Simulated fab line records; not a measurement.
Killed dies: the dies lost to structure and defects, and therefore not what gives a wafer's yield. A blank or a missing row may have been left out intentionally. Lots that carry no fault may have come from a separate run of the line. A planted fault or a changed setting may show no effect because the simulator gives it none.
Chamber matching :: flow nandHarc :: rieDiel-01 running NHARC_A_STAIRCASE_DESCUM_312: 4 sister chambers
The step chemistry O2, time 3 s. 20 wafers are shown with their chamber, then 10 later ones without.

WAFERS, EACH WITH ITS CHAMBER
wafer: L074.3
chamber: 0
showerheadPlenumPTorr (Torr): 2.07
drypumpMotorCurrentA (A): 5.4
oesProductAu (a.u.): 0.998

wafer: L074.4
chamber: 2
showerheadPlenumPTorr (Torr): 1.78
drypumpMotorCurrentA (A): 6.2
oesProductAu (a.u.): 1.015

wafer: L074.5
chamber: 3
showerheadPlenumPTorr (Torr): 1.85
drypumpMotorCurrentA (A): 5.7
oesProductAu (a.u.): 0.988

wafer: L074.1
chamber: 1
showerheadPlenumPTorr (Torr): 1.94
drypumpMotorCurrentA (A): 5.9
oesProductAu (a.u.): 1.025

wafer: L074.2
chamber: 3
showerheadPlenumPTorr (Torr): 1.85
drypumpMotorCurrentA (A): 5.7
oesProductAu (a.u.): 0.983

wafer: L074.6
chamber: 2
showerheadPlenumPTorr (Torr): 1.78
drypumpMotorCurrentA (A): 6.2
oesProductAu (a.u.): 1.007

wafer: L077.2
chamber: 1
showerheadPlenumPTorr (Torr): 1.94
drypumpMotorCurrentA (A): 5.9
oesProductAu (a.u.): 1.012

wafer: L077.4
chamber: 3
showerheadPlenumPTorr (Torr): 1.85
drypumpMotorCurrentA (A): 5.7
oesProductAu (a.u.): 0.987

wafer: L077.6
chamber: 0
showerheadPlenumPTorr (Torr): 2.07
drypumpMotorCurrentA (A): 5.4
oesProductAu (a.u.): 0.992

wafer: L079.1
chamber: 2
showerheadPlenumPTorr (Torr): 1.78
drypumpMotorCurrentA (A): 6.2
oesProductAu (a.u.): 0.999

wafer: L079.3
chamber: 3
showerheadPlenumPTorr (Torr): 1.85
drypumpMotorCurrentA (A): 5.7
oesProductAu (a.u.): 0.988

wafer: L079.4
chamber: 1
showerheadPlenumPTorr (Torr): 1.94
drypumpMotorCurrentA (A): 5.9
oesProductAu (a.u.): 1.016

wafer: L079.2
chamber: 0
showerheadPlenumPTorr (Torr): 2.07
drypumpMotorCurrentA (A): 5.4
oesProductAu (a.u.): 1.000

wafer: L079.5
chamber: 3
showerheadPlenumPTorr (Torr): 1.85
drypumpMotorCurrentA (A): 5.7
oesProductAu (a.u.): 0.990

wafer: L079.6
chamber: 2
showerheadPlenumPTorr (Torr): 1.78
drypumpMotorCurrentA (A): 6.2
oesProductAu (a.u.): 1.009

wafer: L081.1
chamber: 1
showerheadPlenumPTorr (Torr): 1.93
drypumpMotorCurrentA (A): 5.9
oesProductAu (a.u.): 1.018

wafer: L081.2
chamber: 2
showerheadPlenumPTorr (Torr): 1.78
drypumpMotorCurrentA (A): 6.2
oesProductAu (a.u.): 1.008

wafer: L081.4
chamber: 1
showerheadPlenumPTorr (Torr): 1.93
drypumpMotorCurrentA (A): 5.9
oesProductAu (a.u.): 1.020

wafer: L083.1
chamber: 3
showerheadPlenumPTorr (Torr): 1.84
drypumpMotorCurrentA (A): 5.6
oesProductAu (a.u.): 0.985

wafer: L083.3
chamber: 2
showerheadPlenumPTorr (Torr): 1.78
drypumpMotorCurrentA (A): 6.2
oesProductAu (a.u.): 1.012

SIGNATURES (averages over the wafers above)
reading: showerheadPlenumPTorr
chamber 0: 2.0700
chamber 1: 1.9360
chamber 2: 1.7800
chamber 3: 1.8483
scatter within a chamber: 0.00356

reading: drypumpMotorCurrentA
chamber 0: 5.400
chamber 1: 5.900
chamber 2: 6.200
chamber 3: 5.683
scatter within a chamber: 0.0228

reading: oesProductAu
chamber 0: 0.99667
chamber 1: 1.01820
chamber 2: 1.00833
chamber 3: 0.98683
scatter within a chamber: 0.00437
Rule: for each reading, subtract the chamber's mean from the wafer's reading, divide by that reading's scatter and square the result; add these up over the readings and take the root, which gives the wafer's distance from the chamber. The wafer belongs to the nearest chamber; if the next one is less than 2 further off, it can't be placed. How the scatter is found: for the shown wafers, subtract from each reading the mean of its chamber, square and add these, divide the total by (wafers less chambers), then take the root.

WAFERS MISSING THEIR CHAMBER
wafer: L083.4
showerheadPlenumPTorr (Torr): 2.06
drypumpMotorCurrentA (A): 5.4
oesProductAu (a.u.): 0.996

wafer: L085.3
showerheadPlenumPTorr (Torr): 2.06
drypumpMotorCurrentA (A): 5.4
oesProductAu (a.u.): 1.007

wafer: L085.4
showerheadPlenumPTorr (Torr): 1.78
drypumpMotorCurrentA (A): 6.2
oesProductAu (a.u.): 1.031

wafer: L085.5
showerheadPlenumPTorr (Torr): 2.06
drypumpMotorCurrentA (A): 5.4
oesProductAu (a.u.): 1.015

wafer: L092.3
showerheadPlenumPTorr (Torr): 1.92
drypumpMotorCurrentA (A): 5.9
oesProductAu (a.u.): 1.007

wafer: L092.4
showerheadPlenumPTorr (Torr): 2.06
drypumpMotorCurrentA (A): 5.4
oesProductAu (a.u.): 1.000

wafer: L092.6
showerheadPlenumPTorr (Torr): 2.06
drypumpMotorCurrentA (A): 5.4
oesProductAu (a.u.): 1.011

wafer: L092.1
showerheadPlenumPTorr (Torr): 1.77
drypumpMotorCurrentA (A): 6.2
oesProductAu (a.u.): 1.017

wafer: L092.2
showerheadPlenumPTorr (Torr): 1.84
drypumpMotorCurrentA (A): 5.7
oesProductAu (a.u.): 0.983

wafer: L092.5
showerheadPlenumPTorr (Torr): 1.92
drypumpMotorCurrentA (A): 5.9
oesProductAu (a.u.): 1.003

WHICH CHAMBER EACH ONE RAN IN
wafer: L083.4
from the rows above: 0
in truth: 0

wafer: L085.3
from the rows above: 0
in truth: 0

wafer: L085.4
from the rows above: 2
in truth: 2

wafer: L085.5
from the rows above: 0
in truth: 0

wafer: L092.3
from the rows above: 1
in truth: 1

wafer: L092.4
from the rows above: 0
in truth: 0

wafer: L092.6
from the rows above: 0
in truth: 0

wafer: L092.1
from the rows above: 2
in truth: 2

wafer: L092.2
from the rows above: 3
in truth: 3

wafer: L092.5
from the rows above: 1
in truth: 1
Placed correctly: 10 of 10. Number that these rows cannot place: 0. Placed wrongly: 0.
